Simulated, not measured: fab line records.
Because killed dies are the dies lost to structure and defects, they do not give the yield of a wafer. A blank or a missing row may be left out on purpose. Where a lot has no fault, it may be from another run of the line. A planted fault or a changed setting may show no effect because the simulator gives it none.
A lot that was struck, set against a sound lot / flow nandHarc / 19 steps out of a route of 1159
Sound: the wafers L785.1, L785.2, L785.5. Struck: wafer L791.3 (left out: L791.4, a lot-mate that was not struck); the cause follows at the end.
Each step with rows lists, per side, the tool, then ch with its chambers, then its first start. Under that, the readings that differ: sound wafers / struck wafers / difference of the means / sigmas: that difference in standard deviations of wafers without a fault.
alike: readings with means less than 2 such deviations apart, plus words and numbers identical on both sides. not compared: withheld readings, readings lacking a value on some wafer, bounds such as >300 that could conceal the same value, and numbers that have no deviation in the record and whose values overlap.
A row with sigmas, a row that says differs or no value, or rows on one side alone: a step with any of these is where the two part. Numbers that have no deviation but don't overlap get no sigmas and don't part them. Lack of a reading on every wafer of one side parts them only where that side has two or more wafers.

first, 1 step without rows for these wafers: NHARC_A_CONTACT_SRD_22.
NHARC_A_CONTACT_INSPECT_23:
  sound on defectInspect-02, day 19 15:59; struck on defectInspect-01, day 21 05:19
  alike: rawDefectCount
then, 9 steps without rows for these wafers: NHARC_A_BLC_DEHYDRATE_00 (time 120 s); NHARC_A_BLC_HMDS_01 (time 30 s); NHARC_A_BLC_COAT_02 (time 75 s); NHARC_A_BLC_COAT_03 (time 65 s); NHARC_A_BLC_COAT_04 (resist thk 90 nm); NHARC_A_BLC_SOFTBAKE_05 (time 55 s); NHARC_A_BLC_EBR_06; NHARC_A_BLC_EXPOSE_07 (exposes mask A BLC, target cd 100 nm); NHARC_A_BLC_PEB_08 (peb time 65 s).
NHARC_A_BLC_DEVELOP_09: develop time 35 s.
  sound on lithoTrack-04 ch 0, day 19 16:00; struck on lithoTrack-01 ch 0, day 21 05:00
  alike: exhaustPa
NHARC_A_BLC_CD_MEAS_10: target cd 100 nm.
  sound on cdSem-01 ch 0, day 19 16:30; struck on cdSem-03 ch 0, day 21 05:49
reading=cdNm (nm); sound=99.9 99.5 100.7; struck=98.5; difference=-1.5; sigmas=-3
NHARC_A_BLC_OVL_MEAS_11:
  sound on overlay-02, day 19 16:35; struck on overlay-01, day 21 05:54
reading=overlayXNm (nm); sound=-1.1 -1.0 -0.7; struck=1.1; difference=+2.0; sigmas=+2
  alike: overlayYNm
NHARC_A_BLC_INSPECT_12:
  sound on defectInspect-02, day 19 16:38; struck on defectInspect-01, day 21 05:56
reading=rawDefectCount; sound=8 7 4; struck=39; difference=+33; sigmas=+3
NHARC_A_BLC_DESCUM_15: chemistry O2, time 3 s.
  sound on rieDiel-07 ch 0,3, day 19 16:41; struck on rieDiel-02 ch 0, day 21 06:00
reading=model.A_BLC.cdNm (nm); sound=99.82 98.94 100.6; struck=98.66; difference=-1.13; sigmas=
  alike: drypumpMotorCurrentA, oesProductAu, rfVppV, showerheadPlenumPTorr, throttleValvePct
  not compared: rfHoursCounterH
NHARC_A_BLC_ETCH_16: etches the open film in CF4, target depth 39 nm, time 65 s.
  sound on rieDiel-07 ch 1,3, day 19 16:46; struck on rieDiel-02 ch 0, day 21 06:06
  alike: drypumpMotorCurrentA, oesProductAu, rfVppV, showerheadPlenumPTorr, throttleValvePct
  not compared: rfHoursCounterH, model.A_BLC.cdNm
NHARC_A_BLC_ETCH_17: etches the open film in N2/H2, target depth 390 nm, time 609.38 s.
  sound: rieDiel-07 ch 2,3; struck: rieDiel-02 ch 3
  alike: drypumpMotorCurrentA, oesProductAu, rfVppV, showerheadPlenumPTorr, throttleValvePct
  not compared: rfHoursCounterH
then, 1 step without rows for these wafers: NHARC_END_SORT_01.

## WHERE THEY PART
First at NHARC_A_BLC_CD_MEAS_10; last, within this record, at NHARC_A_BLC_INSPECT_12. Later steps at which nothing parts them and some readings are alike: NHARC_A_BLC_DESCUM_15, NHARC_A_BLC_ETCH_16, NHARC_A_BLC_ETCH_17.

WHY: whatever the simulator had introduced
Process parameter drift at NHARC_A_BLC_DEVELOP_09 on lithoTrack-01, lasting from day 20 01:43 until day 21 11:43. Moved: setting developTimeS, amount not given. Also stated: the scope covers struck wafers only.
